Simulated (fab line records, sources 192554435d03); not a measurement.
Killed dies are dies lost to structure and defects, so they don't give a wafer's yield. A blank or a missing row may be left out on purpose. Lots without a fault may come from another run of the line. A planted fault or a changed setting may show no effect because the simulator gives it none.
A struck lot beside a sound one | flow n5_finfet | 38 steps out of a route of 1938
Sound: wafers L668.1, L668.3, L668.4. Struck: wafers L671.2, L671.4. (L671.6 of the same lot was not struck and is left out.) The cause comes at the end.
At each step with rows: each side's tool, then ch and its chambers, then its first start. Under that, the readings that differ: sound wafers | struck wafers | difference of the means | sigmas: that difference in standard deviations of wafers without a fault.
alike: readings whose means differ by less than 2 such deviations, and words and numbers that are the same on both sides. not compared: withheld readings, readings that some wafer has no value for, bounds like >300 that may hide the same value, and numbers for which the record gives no deviation and whose values overlap.
The two part at a step that has a row with sigmas, a row that says differs or no value, or rows on one side only. Numbers that don't overlap but have no deviation are shown without sigmas and don't part them. A reading that every wafer of one side lacks parts them only if that side has two wafers or more.

first, 9 steps without rows for these wafers: N5_BEOL_M0_ANNEAL_135 (time 60 s); N5_BEOL_M0_SPUTTER_141 (material Cu, target thk 4 nm, time 7.37 s); N5_BEOL_M0_ECD_118 (material Cu, target thk 300 nm); N5_BEOL_M0_ANNEAL_119 (time 90 s); N5_BEOL_M0_CMP_120 (polishes, stops on SiOC, t overpolish 6.9 s); N5_BEOL_M0_PRE_CLEAN_131 (time 15 s); N5_BEOL_M0_CO_CAP_123 (material Co, precursor CCTBA/H2, target thk 2 nm, time 102.1 s); N5_BEOL_M0_PRE_CLEAN_124 (time 15 s); N5_BEOL_M0_DEP_125 (deposits SiCN from 3MS/NH3, target thk 8 nm, time 14 s).
N5_BEOL_M1_ILD_DEP_00: deposits SiOC from DEMS/O2, target thk 79 nm, time 15.3 s.
  sound on pecvd-03 ch 0,2, day 9 20:11; struck on pecvd-04 ch 0, day 10 09:29
  reading                                      | sound        | struck      | difference | sigmas
  model.SiOC_of_BEOL_M1_ILD_DEP_00.thk_nm (nm) | 76.4 78 78.2 | 120.6 123.2 | +44.4      |
  alike: heater_power_w, showerhead_plenum_p_Torr, throttle_valve_pct
N5_BEOL_M1_THK_MEAS_01:
  sound on film_metro-01, day 9 20:15; struck on film_metro-01, day 10 09:34
  reading         | sound          | struck      | difference | sigmas
  M1_ILD_THK (nm) | 76.4 78.2 78.3 | 120.7 123.2 | +44.3      | +37
then, 24 steps without rows for these wafers: N5_BEOL_M1_PECVD_72 (deposits SiO2 from TEOS/O2, target thk 16 nm, time 18 s); N5_BEOL_M1_HM_DEP_02 (deposits TiN, target thk 20 nm); N5_BEOL_M1_COAT_61 (time 60 s, resist thk 60 nm); N5_BEOL_M1_COAT_62 (time 60 s, resist thk 12 nm); N5_BEOL_M1_COAT_73 (time 60 s, resist thk 5 nm); N5_BEOL_M1_COAT_05 (resist thk 30 nm); N5_BEOL_M1_EBR_07; N5_BEOL_M1_SOFTBAKE_06 (time 60 s); N5_BEOL_M1_EXPOSE_08 (exposes mask M1); N5_BEOL_M1_PEB_09 (peb time 60 s); N5_BEOL_M1_DEVELOP_10 (develop time 30 s); N5_BEOL_M1_DESCUM_16 (chemistry O2, time 7 s); N5_BEOL_M1_ETCH_74 (etches underlayer in N2/H2, target depth 6.5 nm, time 5.2 s); N5_BEOL_M1_ETCH_63 (etches SiARC in CF4, target depth 15.6 nm, time 26 s); N5_BEOL_M1_ETCH_64 (etches SOC in N2/H2, target depth 75 nm, overetch 15 nm, time 112.5 s); N5_BEOL_M1_STRIP_65 (strips in N2/H2); N5_BEOL_M1_STRIP_75 (strips in N2/H2); N5_BEOL_M1_STRIP_66 (strips in CF4); N5_BEOL_M1_HM_OPEN_17 (chemistry Cl2/BCl3, target TiN, target depth 20 nm, overetch 6 nm); N5_BEOL_M1_STRIP_19 (strips in O2); N5_BEOL_M1_COAT_67 (time 60 s, resist thk 60 nm); N5_BEOL_M1_COAT_68 (time 60 s, resist thk 12 nm); N5_BEOL_M1_COAT_76 (time 60 s, resist thk 5 nm); N5_BEOL_M1_COAT_22 (resist thk 30 nm).
N5_BEOL_M1_CMP_52: polishes, stops on SiOC, t overpolish 6.8 s, target thk 40 nm.
  sound on cmp-01 ch 1,2,3, day 10 05:46; struck on cmp-03 ch 1,2, day 10 19:47
  reading                                      | sound          | struck      | difference | sigmas
  model.SiOC_of_BEOL_M1_ILD_DEP_00.thk_nm (nm) | 75.4 77 77.2   | 119.6 122.2 | +44.4      |
  model.Cu_of_BEOL_M1_ECD_50.thk_nm (nm)       | 35.8 37.2 38.2 | 81.4 83.8   | +45.5      |
  alike: edge_zone_pressure_frac, motor_current_A
N5_BEOL_M4_RC_MEAS_101:
  the record has rows for the sound wafers here (prober-01 ch 0, day 11 17:13) and none for the struck ones
-- the record jumps here: 6 days lie between the struck wafers' starts before and after (it left off in module BEOL_M4 and takes up again in module PASSIVATION, whose first step shown is number 1936 of the route) --
N5_PASSIVATION_PROBE_49:
  the record has rows for the struck wafers here (prober-01, day 17 00:35) and none for the sound ones

WHERE THEY PART
First at N5_BEOL_M1_THK_MEAS_01; last, within this record, at N5_PASSIVATION_PROBE_49.

WHY: what the simulator had put in
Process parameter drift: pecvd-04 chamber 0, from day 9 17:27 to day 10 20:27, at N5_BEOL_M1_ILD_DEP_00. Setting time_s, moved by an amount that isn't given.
